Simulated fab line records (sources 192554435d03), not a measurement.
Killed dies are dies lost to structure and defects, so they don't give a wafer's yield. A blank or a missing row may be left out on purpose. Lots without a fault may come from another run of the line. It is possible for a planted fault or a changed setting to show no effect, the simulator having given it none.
Chamber matching	flow n5_finfet	N5_GATE_CUT_PECVD_57 on pecvd-04: 3 sister chambers
The step deposits SiNx from SiH4/NH3/N2, target thk 21 nm. 16 wafers are shown with their chamber, then 8 later ones without.

## WAFERS, EACH WITH ITS CHAMBER
wafer	chamber	throttle_valve_pct (%)	heater_power_w (W)	showerhead_plenum_p_Torr (Torr)
L074.2	0	38.2	727	5.07
L074.3	1	37.3	875	5.11
L074.4	1	37.5	895	5.11
L086.3	1	37.5	855	5.10
L086.4	2	37.1	902	5.10
L086.5	0	38.7	685	5.10
L087.1	0	39.0	732	5.07
L087.4	1	37.3	851	5.11
L087.5	2	36.9	977	5.10
L088.2	2	36.9	937	5.10
L088.3	0	38.6	656	5.07
L088.5	2	37.1	940	5.10
L089.1	1	37.3	756	5.11
L089.2	2	37.1	970	5.09
L089.4	0	38.4	674	5.09
L090.1	0	38.9	660	5.08

SIGNATURES (means of the wafers above)
reading	chamber 0	chamber 1	chamber 2	scatter within a chamber
throttle_valve_pct	38.633	37.380	37.020	0.206
heater_power_w	689.00	846.40	945.20	39.7
showerhead_plenum_p_Torr	5.0800	5.1080	5.0980	0.00859
Rule: distance of a wafer from a chamber = root of the sum over the readings of ((wafer's reading minus chamber's mean) / reading's scatter) squared. The wafer belongs to the nearest chamber; if the next one is less than 2 further off, it can't be placed. The scatter is the square root of a quotient: the sum, over the shown wafers, of each reading's squared deviation from its chamber's mean, divided by wafers minus chambers.

## WAFERS WITH NO CHAMBER GIVEN
wafer	throttle_valve_pct (%)	heater_power_w (W)	showerhead_plenum_p_Torr (Torr)
L090.2	37.1	935	5.10
L090.3	37.5	908	5.11
L091.3	36.9	891	5.10
L091.4	37.5	865	5.10
L091.6	37.3	895	5.12
L097.1	38.8	725	5.09
L097.3	37.5	845	5.10
L097.6	37.3	805	5.11

## THE CHAMBER EACH PASSED THROUGH
wafer	from the rows above	in truth
L090.2	2	2
L090.3	can't be placed: 1 or 2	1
L091.3	can't be placed: 2 or 1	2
L091.4	can't be placed: 1 or 2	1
L091.6	can't be placed: 1 or 2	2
L097.1	0	0
L097.3	1	1
L097.6	1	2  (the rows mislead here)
Correct placement for 3 of the 8. Unplaceable from these rows: 4, with the true chamber sitting among the candidates in 4. Number placed wrongly: 1.
